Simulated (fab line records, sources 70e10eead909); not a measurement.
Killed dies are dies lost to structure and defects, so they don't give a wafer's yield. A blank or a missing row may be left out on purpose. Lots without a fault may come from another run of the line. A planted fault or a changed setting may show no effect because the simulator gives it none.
Chamber matching | flow nand_harc | NHARC_A_STAIRCASE_DESCUM_186 on rie_diel-11: 4 sister chambers
The step chemistry O2, time 3 s. 4 wafers are shown with their chamber, then 10 later ones without.

WAFERS WITH THEIR CHAMBER
wafer  | chamber | drypump_motor_current_A (A)
L084.3 | 0       | 6.23
L084.5 | 3       | 5.91
L085.1 | 1       | 5.48
L085.2 | 2       | 5.93

WAFERS WITHOUT THEIR CHAMBER
wafer  | drypump_motor_current_A (A)
L085.6 | 5.88
L090.1 | 5.92
L090.3 | 5.91
L090.5 | 5.93
L091.1 | 6.19
L091.3 | 5.88
L091.6 | 5.91
L094.1 | 5.48
L094.3 | 6.23
L094.4 | 5.90

WHICH CHAMBER EACH WENT THROUGH
wafer  | from the rows above     | in truth
L085.6 | can't be placed: 3 or 2 | 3
L090.1 | can't be placed: 2 or 3 | 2
L090.3 | can't be placed: 3 or 2 | 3
L090.5 | can't be placed: 2 or 3 | 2
L091.1 | 0                       | 0
L091.3 | can't be placed: 3 or 2 | 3
L091.6 | can't be placed: 3 or 2 | 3
L094.1 | 1                       | 1
L094.3 | 0                       | 0
L094.4 | can't be placed: 3 or 2 | 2
Placed correctly: 3 of 10. Can't be placed from these rows: 7 (the true chamber is among the candidates in 7). Placed wrongly: 0.
How it was worked out, from the rows above alone: a wafer's distance from a chamber is the root of the sum, over the readings, of the square of ((its reading less the chamber's mean) divided by the reading's scatter). The wafer belongs to the nearest chamber; if the next one is less than 2 further off, it can't be placed. A chamber's mean is the mean of its shown wafers. The scatter: with one shown wafer a chamber, the root of the mean of the squares of how far each hidden wafer lies from its nearest shown one.
